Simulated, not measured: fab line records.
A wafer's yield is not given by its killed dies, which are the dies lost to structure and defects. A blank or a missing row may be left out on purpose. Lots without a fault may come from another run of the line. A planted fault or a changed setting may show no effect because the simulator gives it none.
Matching of chambers | flow n5 finfet | 4 sister chambers for N5_BEOL_M3_DESCUM_33 on rie diel-01
The step chemistry O2, time 7 s. 4 wafers are shown with their chamber, then 10 later ones without.

== WAFERS WITH THEIR CHAMBER ==
wafer  | chamber | drypump motor current A (A)
L084.6 | 1       | 5.0
L089.4 | 0       | 6.7
L089.5 | 2       | 5.4
L092.4 | 3       | 5.7

== WAFERS MISSING THEIR CHAMBER ==
wafer  | drypump motor current A (A)
L092.5 | 5.0
L093.1 | 6.6
L093.4 | 6.7
L093.5 | 5.0
L095.2 | 5.4
L095.4 | 6.7
L095.6 | 5.0
L096.3 | 5.4
L096.4 | 6.7
L096.5 | 5.0

== WHICH CHAMBER EACH ONE RAN IN ==
wafer  | from the rows above | in truth
L092.5 | 1                   | 1
L093.1 | 0                   | 0
L093.4 | 0                   | 0
L093.5 | 1                   | 1
L095.2 | 2                   | 2
L095.4 | 0                   | 0
L095.6 | 1                   | 1
L096.3 | 2                   | 2
L096.4 | 0                   | 0
L096.5 | 1                   | 1
Correct placement for 10 of the 10. Left unplaced by these rows: 0. 0 placed wrongly.
How it was worked out, from the rows above alone: a wafer's distance from a chamber is the root of the sum, over the readings, of the square of ((its reading less the chamber's mean) divided by the reading's scatter). If the next closest chamber is less than 2 further off than the closest, the wafer can't be placed; otherwise it belongs to the closest. The mean given for a chamber averages the wafers shown for that chamber. The scatter: with one shown wafer a chamber, the root of the mean of the squares of how far each hidden wafer lies from its nearest shown one.
